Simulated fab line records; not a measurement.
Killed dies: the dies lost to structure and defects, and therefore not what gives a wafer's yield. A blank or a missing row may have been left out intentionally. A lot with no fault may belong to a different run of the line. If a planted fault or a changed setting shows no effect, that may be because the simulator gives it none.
What tool caused it? :: flow nandHarc :: Sampling: 13 lots, 39 wafers, 5 of 1159 route steps

WHAT EACH GAUGE READ, for each wafer
NHARC_P_STI_CD_MEAS_09: target cd 200 nm.
lot: L736
measured: day 2 07:40
on: cdSem-03
cdNm (nm): 199.9 199.7 201.2

lot: L737
measured: day 2 18:35
on: cdSem-03
cdNm (nm): 200.3 197.2 197.7

lot: L740
measured: day 3 12:13
on: cdSem-03
cdNm (nm): 127.0 125.7 126.5

lot: L742
measured: day 3 20:19
on: cdSem-03
cdNm (nm): 127.6 125.9 126.0

lot: L746
measured: day 4 22:50
on: cdSem-02
cdNm (nm): 135.9 134.0 133.3

lot: L748
measured: day 5 12:32
on: cdSem-02
cdNm (nm): 199.6 201.3 199.2

lot: L749
measured: day 5 19:34
on: cdSem-03
cdNm (nm): 201.7 200.5 202.0

lot: L754
measured: day 6 22:36
on: cdSem-02
cdNm (nm): 200.9 197.8 200.6

lot: L755
measured: day 7 04:50
on: cdSem-03
cdNm (nm): 200.1 200.6 201.4

lot: L756
measured: day 7 11:31
on: cdSem-01
cdNm (nm): 199.9 202.4 200.1

lot: L757
measured: day 7 19:46
on: cdSem-03
cdNm (nm): 198.9 197.0 198.6

lot: L758
measured: day 7 19:36
on: cdSem-03
cdNm (nm): 200.2 199.2 201.3

lot: L759
measured: day 8 04:48
on: cdSem-03
cdNm (nm): 201.1 198.1 199.7

NHARC_P_STI_INSPECT_25.
lot: L736
measured: day 3 18:35
on: defectInspect-01
rawDefectCount: 130 118 170

lot: L737
measured: day 3 23:19
on: defectInspect-02
rawDefectCount: 157 285 162

lot: L740
measured: day 4 13:48
on: defectInspect-02
rawDefectCount: 217 251 388

lot: L742
measured: day 5 03:53
on: defectInspect-01
rawDefectCount: 201 232 159

lot: L746
measured: day 6 07:56
on: defectInspect-01
rawDefectCount: 180 146 174

lot: L748
measured: day 7 01:14
on: defectInspect-02
rawDefectCount: 170 223 140

lot: L749
measured: day 7 05:03
on: defectInspect-02
rawDefectCount: 347 194 212

lot: L754
measured: day 8 02:11
on: defectInspect-02
rawDefectCount: 281 126 117

lot: L755
measured: day 8 10:21
on: defectInspect-01
rawDefectCount: 293 275 283

lot: L756
measured: day 8 17:39
on: defectInspect-02
rawDefectCount: 127 138 205

lot: L757
measured: day 9 01:46
on: defectInspect-02
rawDefectCount: 255 179 295

lot: L758
measured: day 9 01:46
on: defectInspect-01
rawDefectCount: 271 170 128

lot: L759
measured: day 9 07:57
on: defectInspect-01
rawDefectCount: 180 164 169

TOOL THAT RAN EACH LOT (tool first, then ch and the chambers of the sampled wafers, then the start)
lot: L736
NHARC_P_ZERO_WELL_ETCH_65: rieDiel-02 ch 0,2,3, day 1 13:29
NHARC_P_STI_PEB_07: lithoTrack-07 ch 0, day 2 07:35
NHARC_P_STI_DESCUM_14: rieDiel-10 ch 2,3, day 2 07:55

lot: L737
NHARC_P_ZERO_WELL_ETCH_65: rieDiel-01 ch 0,3, day 1 19:31
NHARC_P_STI_PEB_07: lithoTrack-02 ch 0, day 2 18:30
NHARC_P_STI_DESCUM_14: rieDiel-05 ch 0,1,2, day 2 18:51

lot: L740
NHARC_P_ZERO_WELL_ETCH_65: rieDiel-13 ch 0,2,3, day 2 13:37
NHARC_P_STI_PEB_07: lithoTrack-02 ch 0, day 3 12:07
NHARC_P_STI_DESCUM_14: rieDiel-04 ch 0,1,3, day 3 12:29

lot: L742
NHARC_P_ZERO_WELL_ETCH_65: rieDiel-13 ch 0,2,3, day 3 01:32
NHARC_P_STI_PEB_07: lithoTrack-02 ch 0, day 3 20:14
NHARC_P_STI_DESCUM_14: rieDiel-04 ch 0,1, day 3 20:34

lot: L746
NHARC_P_ZERO_WELL_ETCH_65: rieDiel-02 ch 0,1, day 4 01:23
NHARC_P_STI_PEB_07: lithoTrack-02 ch 0, day 4 22:44
NHARC_P_STI_DESCUM_14: rieDiel-04 ch 0,1,2, day 4 23:06

lot: L748
NHARC_P_ZERO_WELL_ETCH_65: rieDiel-01 ch 0,2,3, day 4 13:31
NHARC_P_STI_PEB_07: lithoTrack-07 ch 0, day 5 12:28
NHARC_P_STI_DESCUM_14: rieDiel-05 ch 1,3, day 5 12:49

lot: L749
NHARC_P_ZERO_WELL_ETCH_65: rieDiel-01 ch 0,2,3, day 4 19:22
NHARC_P_STI_PEB_07: lithoTrack-05 ch 0, day 5 19:29
NHARC_P_STI_DESCUM_14: rieDiel-10 ch 1,2,3, day 5 19:52

lot: L754
NHARC_P_ZERO_WELL_ETCH_65: rieDiel-13 ch 1,2,3, day 6 01:28
NHARC_P_STI_PEB_07: lithoTrack-07 ch 0, day 6 22:31
NHARC_P_STI_DESCUM_14: rieDiel-10 ch 0,1,3, day 6 22:52

lot: L755
NHARC_P_ZERO_WELL_ETCH_65: rieDiel-02 ch 1,2, day 6 07:29
NHARC_P_STI_PEB_07: lithoTrack-07 ch 0, day 7 04:46
NHARC_P_STI_DESCUM_14: rieDiel-10 ch 0,2, day 7 05:06

lot: L756
NHARC_P_ZERO_WELL_ETCH_65: rieDiel-13 ch 2,3, day 6 13:47
NHARC_P_STI_PEB_07: lithoTrack-07 ch 0, day 7 11:26
NHARC_P_STI_DESCUM_14: rieDiel-10 ch 0,1, day 7 11:47

lot: L757
NHARC_P_ZERO_WELL_ETCH_65: rieDiel-13 ch 0,2,3, day 6 19:29
NHARC_P_STI_PEB_07: lithoTrack-02 ch 0, day 7 19:41
NHARC_P_STI_DESCUM_14: rieDiel-04 ch 1,2, day 7 20:02

lot: L758
NHARC_P_ZERO_WELL_ETCH_65: rieDiel-02 ch 2,3, day 7 01:32
NHARC_P_STI_PEB_07: lithoTrack-07 ch 0, day 7 19:31
NHARC_P_STI_DESCUM_14: rieDiel-04 ch 0,1, day 7 19:52

lot: L759
NHARC_P_ZERO_WELL_ETCH_65: rieDiel-13 ch 0,1,2, day 7 07:30
NHARC_P_STI_PEB_07: lithoTrack-05 ch 0, day 8 04:43
NHARC_P_STI_DESCUM_14: rieDiel-10 ch 0,1,3, day 8 05:04
- NHARC_P_ZERO_WELL_ETCH_65: etches the open film in N2/H2, target depth 80 nm, overetch 24 nm, time 87.88 s.
- NHARC_P_STI_PEB_07: peb time 80 s.
- NHARC_P_STI_DESCUM_14: chemistry O2, time 3 s.

WHAT THE TOOLS THEMSELVES READ (means of the sampled wafers that have a number; where no wafer has one, the mark that the record gives instead)
NHARC_P_ZERO_WELL_ETCH_65.
lot: L736
tool: rieDiel-02
drypumpMotorCurrentA (A): 5.6
n2FlowSccm (sccm): 149.8
oesProductAu (a.u.): 1.006
rfFwdPowerW (W): 396.3
rfVppV (V): 429.6
showerheadPlenumPTorr (Torr): 2.02
throttleValvePct (%): 14.179

lot: L737
tool: rieDiel-01
drypumpMotorCurrentA (A): 6.2
n2FlowSccm (sccm): 150.2
oesProductAu (a.u.): 1.007
rfFwdPowerW (W): 396.8
rfVppV (V): 433.0
showerheadPlenumPTorr (Torr): 2.14
throttleValvePct (%): 14.175

lot: L740
tool: rieDiel-13
drypumpMotorCurrentA (A): 5.9
n2FlowSccm (sccm): 150.2
oesProductAu (a.u.): 1.006
rfFwdPowerW (W): 397.0
rfVppV (V): 429.2
showerheadPlenumPTorr (Torr): 2.03
throttleValvePct (%): 14.175

lot: L742
tool: rieDiel-13
drypumpMotorCurrentA (A): 5.9
n2FlowSccm (sccm): 150.2
oesProductAu (a.u.): 1.003
rfFwdPowerW (W): 398.1
rfVppV (V): 429.8
showerheadPlenumPTorr (Torr): 2.03
throttleValvePct (%): 14.179

lot: L746
tool: rieDiel-02
drypumpMotorCurrentA (A): 5.6
n2FlowSccm (sccm): 150.0
oesProductAu (a.u.): 0.998
rfFwdPowerW (W): 396.6
rfVppV (V): 429.8
showerheadPlenumPTorr (Torr): 2.05
throttleValvePct (%): 14.168

lot: L748
tool: rieDiel-01
drypumpMotorCurrentA (A): 6.2
n2FlowSccm (sccm): 150.1
oesProductAu (a.u.): 1.002
rfFwdPowerW (W): 397.2
rfVppV (V): 431.4
showerheadPlenumPTorr (Torr): 2.09
throttleValvePct (%): 14.171

lot: L749
tool: rieDiel-01
drypumpMotorCurrentA (A): 6.2
n2FlowSccm (sccm): 149.9
oesProductAu (a.u.): 1.005
rfFwdPowerW (W): 397.2
rfVppV (V): 431.9
showerheadPlenumPTorr (Torr): 2.09
throttleValvePct (%): 14.161

lot: L754
tool: rieDiel-13
drypumpMotorCurrentA (A): 5.9
n2FlowSccm (sccm): 149.7
oesProductAu (a.u.): 1.004
rfFwdPowerW (W): 396.7
rfVppV (V): 430.7
showerheadPlenumPTorr (Torr): 2.05
throttleValvePct (%): 14.169

lot: L755
tool: rieDiel-02
drypumpMotorCurrentA (A): 5.7
n2FlowSccm (sccm): 150.0
oesProductAu (a.u.): 0.995
rfFwdPowerW (W): 397.2
rfVppV (V): 430.1
showerheadPlenumPTorr (Torr): 2.06
throttleValvePct (%): 14.162

lot: L756
tool: rieDiel-13
drypumpMotorCurrentA (A): 5.7
n2FlowSccm (sccm): 150.0
oesProductAu (a.u.): 0.998
rfFwdPowerW (W): 396.6
rfVppV (V): 430.6
showerheadPlenumPTorr (Torr): 2.05
throttleValvePct (%): 14.178

lot: L757
tool: rieDiel-13
drypumpMotorCurrentA (A): 5.9
n2FlowSccm (sccm): 150.3
oesProductAu (a.u.): 1.014
rfFwdPowerW (W): 396.2
rfVppV (V): 430.9
showerheadPlenumPTorr (Torr): 2.03
throttleValvePct (%): 14.168

lot: L758
tool: rieDiel-02
drypumpMotorCurrentA (A): 5.4
n2FlowSccm (sccm): 150.5
oesProductAu (a.u.): 1.006
rfFwdPowerW (W): 396.3
rfVppV (V): 428.9
showerheadPlenumPTorr (Torr): 1.98
throttleValvePct (%): 14.179

lot: L759
tool: rieDiel-13
drypumpMotorCurrentA (A): 6.2
n2FlowSccm (sccm): 150.3
oesProductAu (a.u.): 1.011
rfFwdPowerW (W): 396.8
rfVppV (V): 430.7
showerheadPlenumPTorr (Torr): 2.02
throttleValvePct (%): 14.173

NHARC_P_STI_PEB_07.
lot: L736
tool: lithoTrack-07
heaterPowerTotalW (W): 189.2
plateTempC (C): 127.79

lot: L737
tool: lithoTrack-02
heaterPowerTotalW (W): 189.1
plateTempC (C): 128.07

lot: L740
tool: lithoTrack-02
heaterPowerTotalW (W): 176.7
plateTempC (C): 121.17

lot: L742
tool: lithoTrack-02
heaterPowerTotalW (W): 176.8
plateTempC (C): 121.31

lot: L746
tool: lithoTrack-02
heaterPowerTotalW (W): 177.2
plateTempC (C): 121.23

lot: L748
tool: lithoTrack-07
heaterPowerTotalW (W): 189.2
plateTempC (C): 127.98

lot: L749
tool: lithoTrack-05
heaterPowerTotalW (W): 189.3
plateTempC (C): 127.91

lot: L754
tool: lithoTrack-07
heaterPowerTotalW (W): 189.8
plateTempC (C): 128.09

lot: L755
tool: lithoTrack-07
heaterPowerTotalW (W): 189.9
plateTempC (C): 127.99

lot: L756
tool: lithoTrack-07
heaterPowerTotalW (W): 189.0
plateTempC (C): 127.80

lot: L757
tool: lithoTrack-02
heaterPowerTotalW (W): 189.9
plateTempC (C): 127.99

lot: L758
tool: lithoTrack-07
heaterPowerTotalW (W): 190.4
plateTempC (C): 128.08

lot: L759
tool: lithoTrack-05
heaterPowerTotalW (W): 190.2
plateTempC (C): 127.85

NHARC_P_STI_DESCUM_14.
lot: L736
tool: rieDiel-10
drypumpMotorCurrentA (A): 5.6
oesProductAu (a.u.): 0.999
rfVppV (V): 57.8
showerheadPlenumPTorr (Torr): 1.80
throttleValvePct (%): 11.313

lot: L737
tool: rieDiel-05
drypumpMotorCurrentA (A): 6.1
oesProductAu (a.u.): 1.004
rfVppV (V): 57.2
showerheadPlenumPTorr (Torr): 1.90
throttleValvePct (%): 11.312

lot: L740
tool: rieDiel-04
drypumpMotorCurrentA (A): 5.9
oesProductAu (a.u.): 1.004
rfVppV (V): 58.0
showerheadPlenumPTorr (Torr): 1.91
throttleValvePct (%): 11.312

lot: L742
tool: rieDiel-04
drypumpMotorCurrentA (A): 5.8
oesProductAu (a.u.): 1.003
rfVppV (V): 57.3
showerheadPlenumPTorr (Torr): 1.87
throttleValvePct (%): 11.313

lot: L746
tool: rieDiel-04
drypumpMotorCurrentA (A): 6.0
oesProductAu (a.u.): 1.005
rfVppV (V): 57.8
showerheadPlenumPTorr (Torr): 1.87
throttleValvePct (%): 11.301

lot: L748
tool: rieDiel-05
drypumpMotorCurrentA (A): 5.5
oesProductAu (a.u.): 1.012
rfVppV (V): 58.5
showerheadPlenumPTorr (Torr): 1.88
throttleValvePct (%): 11.309

lot: L749
tool: rieDiel-10
drypumpMotorCurrentA (A): 5.2
oesProductAu (a.u.): 0.998
rfVppV (V): 57.0
showerheadPlenumPTorr (Torr): 1.80
throttleValvePct (%): 11.322

lot: L754
tool: rieDiel-10
drypumpMotorCurrentA (A): 5.2
oesProductAu (a.u.): 0.989
rfVppV (V): 57.1
showerheadPlenumPTorr (Torr): 1.85
throttleValvePct (%): 11.303

lot: L755
tool: rieDiel-10
drypumpMotorCurrentA (A): 5.7
oesProductAu (a.u.): 0.986
rfVppV (V): 57.8
showerheadPlenumPTorr (Torr): 1.85
throttleValvePct (%): 11.305

lot: L756
tool: rieDiel-10
drypumpMotorCurrentA (A): 5.0
oesProductAu (a.u.): 0.991
rfVppV (V): 58.1
showerheadPlenumPTorr (Torr): 1.85
throttleValvePct (%): 11.316

lot: L757
tool: rieDiel-04
drypumpMotorCurrentA (A): 5.8
oesProductAu (a.u.): 0.994
rfVppV (V): 58.5
showerheadPlenumPTorr (Torr): 1.91
throttleValvePct (%): 11.302

lot: L758
tool: rieDiel-04
drypumpMotorCurrentA (A): 6.0
oesProductAu (a.u.): 1.007
rfVppV (V): 58.0
showerheadPlenumPTorr (Torr): 1.83
throttleValvePct (%): 11.307

lot: L759
tool: rieDiel-10
drypumpMotorCurrentA (A): 5.2
oesProductAu (a.u.): 1.002
rfVppV (V): 57.2
showerheadPlenumPTorr (Torr): 1.85
throttleValvePct (%): 11.304

THE ANSWER, worked out from the rows above alone
Rule: the usual values come from the lots themselves. The widest of any qualifying gaps counts: lots, ordered by their means at a reading, are off when they make up no more than a third of the lots, leave a main group of 4 or more, and stand apart from it by 3 or more times the standard deviation of that group's means. Not used: any main group whose means are identical at the precision the tables above print for the reading. Also off: a lot with no number at a reading for which 4 or more lots have one. All remaining lots with rows at the step are treated as sound. First the gauges in route order, then the tools' own readings, where a lot's mean is used as printed above. The first step at which some lot is off is used, and at that step the reading that is off furthest; a lot without a number counts as furthest.
Off: L740, L742, L746 (NHARC_P_STI_CD_MEAS_09, cdNm). The main group has a mean of 199.9 nm with a standard deviation of 0.96.
A tool fits if, at a process step before that reading, it ran every lot that is off, and no sound lot after the first of them. The gauges at NHARC_P_STI_CD_MEAS_09 aren't tried: what is off there is off at NHARC_P_STI_PEB_07 too, on other tools, and a gauge's error can't cause that. Not one of the candidates tried fits.

WHAT THE SIMULATOR HAD INSERTED
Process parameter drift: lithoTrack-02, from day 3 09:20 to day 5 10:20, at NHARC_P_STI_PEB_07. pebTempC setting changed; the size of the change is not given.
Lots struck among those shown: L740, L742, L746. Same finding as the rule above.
